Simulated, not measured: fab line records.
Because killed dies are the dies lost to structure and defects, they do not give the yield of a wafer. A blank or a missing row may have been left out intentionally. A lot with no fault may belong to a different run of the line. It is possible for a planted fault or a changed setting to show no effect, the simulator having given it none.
Matching of chambers || flow n5-finfet || rie-diel-05 running N5_BEOL_M7_STRIP_36: 4 sister chambers
The step strips in N2/H2. 8 wafers are shown with their chamber, then 12 later ones without.

WAFERS, EACH WITH ITS CHAMBER
{"wafer": "L080.5", "chamber": 2, "throttle-valve-pct (%)": 23.47, "oes-product-au (a.u.)": 0.93}
{"wafer": "L086.4", "chamber": 1, "throttle-valve-pct (%)": 23.86, "oes-product-au (a.u.)": 0.68}
{"wafer": "L088.1", "chamber": 0, "throttle-valve-pct (%)": 23.77, "oes-product-au (a.u.)": 0.66}
{"wafer": "L088.2", "chamber": 1, "throttle-valve-pct (%)": 23.86, "oes-product-au (a.u.)": 0.68}
{"wafer": "L088.3", "chamber": 2, "throttle-valve-pct (%)": 23.50, "oes-product-au (a.u.)": 0.90}
{"wafer": "L091.1", "chamber": 3, "throttle-valve-pct (%)": 24.07, "oes-product-au (a.u.)": 0.69}
{"wafer": "L091.4", "chamber": 3, "throttle-valve-pct (%)": 24.05, "oes-product-au (a.u.)": 0.69}
{"wafer": "L091.5", "chamber": 0, "throttle-valve-pct (%)": 23.76, "oes-product-au (a.u.)": 0.65}

WAFERS WITH NO CHAMBER GIVEN
{"wafer": "L092.1", "throttle-valve-pct (%)": 23.85, "oes-product-au (a.u.)": 0.67}
{"wafer": "L092.4", "throttle-valve-pct (%)": 23.88, "oes-product-au (a.u.)": 0.67}
{"wafer": "L092.5", "throttle-valve-pct (%)": 24.10, "oes-product-au (a.u.)": 0.69}
{"wafer": "L093.1", "throttle-valve-pct (%)": 23.52, "oes-product-au (a.u.)": 0.88}
{"wafer": "L093.4", "throttle-valve-pct (%)": 24.06, "oes-product-au (a.u.)": 0.69}
{"wafer": "L093.6", "throttle-valve-pct (%)": 23.51, "oes-product-au (a.u.)": 0.88}
{"wafer": "L094.1", "throttle-valve-pct (%)": 23.53, "oes-product-au (a.u.)": 0.86}
{"wafer": "L094.5", "throttle-valve-pct (%)": 23.86, "oes-product-au (a.u.)": 0.67}
{"wafer": "L094.6", "throttle-valve-pct (%)": 24.08, "oes-product-au (a.u.)": 0.68}
{"wafer": "L097.2", "throttle-valve-pct (%)": 23.47, "oes-product-au (a.u.)": 0.95}
{"wafer": "L097.4", "throttle-valve-pct (%)": 23.45, "oes-product-au (a.u.)": 0.95}
{"wafer": "L097.6", "throttle-valve-pct (%)": 24.08, "oes-product-au (a.u.)": 0.68}

WHICH CHAMBER EACH ONE RAN IN
{"wafer": "L092.1", "from the rows above": 1, "in truth": 1}
{"wafer": "L092.4", "from the rows above": 1, "in truth": 1}
{"wafer": "L092.5", "from the rows above": 3, "in truth": 3}
{"wafer": "L093.1", "from the rows above": 2, "in truth": 2}
{"wafer": "L093.4", "from the rows above": 3, "in truth": 3}
{"wafer": "L093.6", "from the rows above": 2, "in truth": 2}
{"wafer": "L094.1", "from the rows above": 2, "in truth": 2}
{"wafer": "L094.5", "from the rows above": 1, "in truth": 1}
{"wafer": "L094.6", "from the rows above": 3, "in truth": 3}
{"wafer": "L097.2", "from the rows above": 2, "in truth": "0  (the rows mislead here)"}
{"wafer": "L097.4", "from the rows above": 2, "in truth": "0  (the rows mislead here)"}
{"wafer": "L097.6", "from the rows above": 3, "in truth": 3}
Correctly placed: 10 of 12. Left unplaced by these rows: 0. Placed wrongly: 2.
How it was worked out, from the rows above alone: a wafer's distance from a chamber is the root of the sum, over the readings, of the square of ((its reading less the chamber's mean) divided by the reading's scatter). If the next closest chamber is less than 2 further off than the closest, the wafer can't be placed; otherwise it belongs to the closest. The mean given for a chamber averages the wafers shown for that chamber. The scatter: take each reading less its chamber's mean, square it, sum over the shown wafers, divide by the number of wafers less the number of chambers, and take the root.
